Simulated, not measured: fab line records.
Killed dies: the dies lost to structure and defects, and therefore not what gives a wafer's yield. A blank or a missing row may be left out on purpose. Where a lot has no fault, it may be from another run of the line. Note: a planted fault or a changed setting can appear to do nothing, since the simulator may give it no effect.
Which of the tools did it?	flow nand-harc	Sampling: 12 lots, 36 wafers, 5 of 1302 route steps

WHAT THE GAUGES SHOWED, per wafer
NHARC_END_SORT_01. Usual: killed-at-array 55, standard deviation 19; killed-at-other 0.9, standard deviation 1.4; killed-at-periphery 3.8, standard deviation 2.9; killed-dies 60, standard deviation 19; killed-open 3.3, standard deviation 1.8; killed-short 2.6, standard deviation 1.6.
lot	measured	on	killed-at-array	killed-at-other	killed-at-periphery	killed-dies	killed-open	killed-short	flag
L793	day 29 17:01	prober-01	50 30 44	0 0 0	1 5 3	51 35 47	2 2 8	3 2 0	

TOOL THAT RAN EACH LOT (tool first, then ch and the chambers of the sampled wafers, then the start)
lot	NHARC_P_GATE_DESCUM_48	NHARC_P_GATE_STRIP_75	NHARC_P_GATE_DEGAS_109	NHARC_P_GATE_STRIP_67
L783	rie-diel-01 ch 0,3, day 5 21:22	plasma-asher-02 ch 0,1, day 5 22:03	pvd-sputter-02, day 6 02:47	wet-bench-09 ch 0,5,7, day 6 03:17
L784	rie-diel-01 ch 0,2,3, day 5 23:58	plasma-asher-02 ch 0,1, day 6 00:41	pvd-sputter-02, day 6 05:17	wet-bench-09 ch 1,3,6, day 6 05:47
L792	rie-diel-08 ch 0,1,2, day 9 17:59	plasma-asher-01 ch 0,1, day 9 18:38	pvd-sputter-03, day 9 23:08	wet-bench-09 ch 3,4,5, day 9 23:40
L793	rie-diel-05 ch 2,3, day 10 00:04	plasma-asher-02 ch 0,1, day 10 00:52	pvd-sputter-01, day 10 05:35	wet-bench-09 ch 0,2,6, day 10 06:04
L798	rie-diel-05 ch 0,1,3, day 11 13:29	plasma-asher-01 ch 0,1, day 11 14:10	pvd-sputter-02, day 11 19:08	wet-bench-05 ch 1,2,7, day 11 19:38
L799	rie-diel-01 ch 0,1,2, day 12 10:05	plasma-asher-01 ch 0,1, day 12 10:46	pvd-sputter-02, day 12 15:15	wet-bench-05 ch 0,6,7, day 12 15:45
L800	rie-diel-01 ch 0,1,3, day 12 16:39	plasma-asher-02 ch 0,1, day 12 17:35	pvd-sputter-01, day 12 22:19	wet-bench-09 ch 4,6,7, day 12 22:50
L801	rie-diel-05 ch 0,1, day 12 23:58	plasma-asher-02 ch 0,1, day 13 00:37	pvd-sputter-01, day 13 05:15	wet-bench-05 ch 1,2,7, day 13 05:44
L802	rie-diel-08 ch 0,1,3, day 13 10:37	plasma-asher-02 ch 0,1, day 13 11:16	pvd-sputter-01, day 13 16:02	wet-bench-05 ch 0,5,7, day 13 16:31
L803	rie-diel-05 ch 1,2,3, day 14 04:44	plasma-asher-02 ch 0,1, day 14 05:23	pvd-sputter-03, day 14 10:01	wet-bench-09 ch 0,1,4, day 14 10:31
L804	rie-diel-08 ch 0,1,3, day 14 05:38	plasma-asher-01 ch 0,1, day 14 06:31	pvd-sputter-02, day 14 11:08	wet-bench-09 ch 3,6,7, day 14 11:38
L805	rie-diel-05 ch 1,2,3, day 14 16:02	plasma-asher-02 ch 0,1, day 14 16:42	pvd-sputter-02, day 14 21:28	wet-bench-09 ch 2,4,6, day 14 21:58
- NHARC_P_GATE_DESCUM_48: chemistry O2, time 3 s.
- NHARC_P_GATE_STRIP_75: strips in O2.
- NHARC_P_GATE_DEGAS_109: time 60 s.
- NHARC_P_GATE_STRIP_67: strips in SPM, time 600 s.

AS READ BY THE TOOLS THEMSELVES (means over the sampled wafers that have a number; for cases with no such wafer, the mark the record gives instead)
NHARC_P_GATE_DESCUM_48. Usual: value, then standard deviation, for each; chamber-pressure-mTorr 60.01 mTorr / 0.051; drypump-motor-current-A 5.68 A / 0.27; mfc-ar-sccm 0.008 sccm / 0.011; oes-product-au 0.996 a.u. / 0.012; rf-vpp-V 57.8 V / 0.96; showerhead-plenum-p-Torr 1.91 Torr / 0.066; throttle-valve-pct 11.312 % / 0.0086.
lot	tool	chamber-pressure-mTorr (mTorr)	drypump-motor-current-A (A)	mfc-ar-sccm (sccm)	oes-product-au (a.u.)	rf-vpp-V (V)	showerhead-plenum-p-Torr (Torr)	throttle-valve-pct (%)	flag
L783	rie-diel-01	60.04	5.89	0.020	0.994	57.7	1.84	11.314	
L784	rie-diel-01	60.04	5.78	0.010	0.994	57.9	1.89	11.309	
L792	rie-diel-08	59.96	5.80	0.011	1.011	57.8	1.89	11.310	
L793	rie-diel-05	60.00	5.65	0.000	1.002	57.9	1.93	11.314	
L798	rie-diel-05	60.03	5.60	0.004	0.983	57.7	1.95	11.299	
L799	rie-diel-01	60.01	5.54	0.020	0.987	58.0	1.93	11.322	
L800	rie-diel-01	59.99	5.75	0.020	0.999	58.0	1.86	11.324	
L801	rie-diel-05	60.01	5.70	0.004	0.979	57.8	1.95	11.307	
L802	rie-diel-08	60.00	5.56	0.016	1.001	56.8	1.88	11.313	
L803	rie-diel-05	59.97	5.55	0.004	0.999	58.5	1.94	11.318	
L804	rie-diel-08	60.00	5.55	0.016	1.005	57.7	1.88	11.318	
L805	rie-diel-05	60.04	5.52	0.004	0.992	57.6	1.94	11.312	

NHARC_P_GATE_STRIP_75. Usual: drypump-motor-current-A 6.02 A, standard deviation 0.14; heater-power-w 326 W, standard deviation 34; rf-refl-power-W 20 W, standard deviation 5.8; temp-c 250.00 C, standard deviation 0.16.
lot	tool	drypump-motor-current-A (A)	heater-power-w (W)	rf-refl-power-W (W)	temp-c (C)	flag
L783	plasma-asher-02	5.91	303	19	249.99	
L784	plasma-asher-02	6.02	327	17	249.99	
L792	plasma-asher-01	6.09	349	19	250.12	
L793	plasma-asher-02	6.04	325	17	250.11	
L798	plasma-asher-01	6.08	343	19	250.11	
L799	plasma-asher-01	6.09	343	20	250.00	
L800	plasma-asher-02	6.01	320	17	250.06	
L801	plasma-asher-02	6.01	323	16	250.20	
L802	plasma-asher-02	6.02	320	18	249.99	
L803	plasma-asher-02	5.90	298	19	250.01	
L804	plasma-asher-01	6.09	344	19	249.89	
L805	plasma-asher-02	5.91	295	19	250.00	

NHARC_P_GATE_DEGAS_109. Usual: 472 W for heater-power-w, sd 50.
lot	tool	heater-power-w (W)	flag
L783	pvd-sputter-02	477	
L784	pvd-sputter-02	462	
L792	pvd-sputter-03	550	
L793	pvd-sputter-01	458	
L798	pvd-sputter-02	486	
L799	pvd-sputter-02	461	
L800	pvd-sputter-01	433	
L801	pvd-sputter-01	472	
L802	pvd-sputter-01	479	
L803	pvd-sputter-03	559	
L804	pvd-sputter-02	490	
L805	pvd-sputter-02	456	

NHARC_P_GATE_STRIP_67. Usual: run-length-s 603.5 s, standard deviation 1.1; temp-c 129.99 C, standard deviation 0.14.
lot	tool	run-length-s (s)	temp-c (C)	flag
L783	wet-bench-09	603.7	129.95	
L784	wet-bench-09	602.6	129.99	
L792	wet-bench-09	326.0	130.06	OFF
L793	wet-bench-09	327.5	129.84	OFF
L798	wet-bench-05	603.5	130.05	
L799	wet-bench-05	604.1	129.95	
L800	wet-bench-09	603.6	130.06	
L801	wet-bench-05	603.9	130.13	
L802	wet-bench-05	603.9	129.93	
L803	wet-bench-09	603.7	129.99	
L804	wet-bench-09	602.8	129.92	
L805	wet-bench-09	604.1	129.88	

THE ANSWER, worked out from the rows above alone
Rule: lot off if the mean of its wafers having a number is beyond 3 standard deviations from the usual mean. A lot without any number at a reading at which 4 lots or more have one is off too. Where the step has rows for the other lots, those lots are counted as sound. After the gauges, taken in route order, come the tools' own readings; for these a lot's mean is taken, as printed above. The first step at which some lot is off is used, and at that step the reading that is off furthest; a lot without a number counts as furthest.
Off, at NHARC_P_GATE_STRIP_67 on run-length-s: L792, L793.
If a tool, at that step or one of the process steps before it, ran each lot that is off and ran no sound lot following the first of them, it fits. No candidate that was tried fits.

WHAT WAS PUT IN BY THE SIMULATOR
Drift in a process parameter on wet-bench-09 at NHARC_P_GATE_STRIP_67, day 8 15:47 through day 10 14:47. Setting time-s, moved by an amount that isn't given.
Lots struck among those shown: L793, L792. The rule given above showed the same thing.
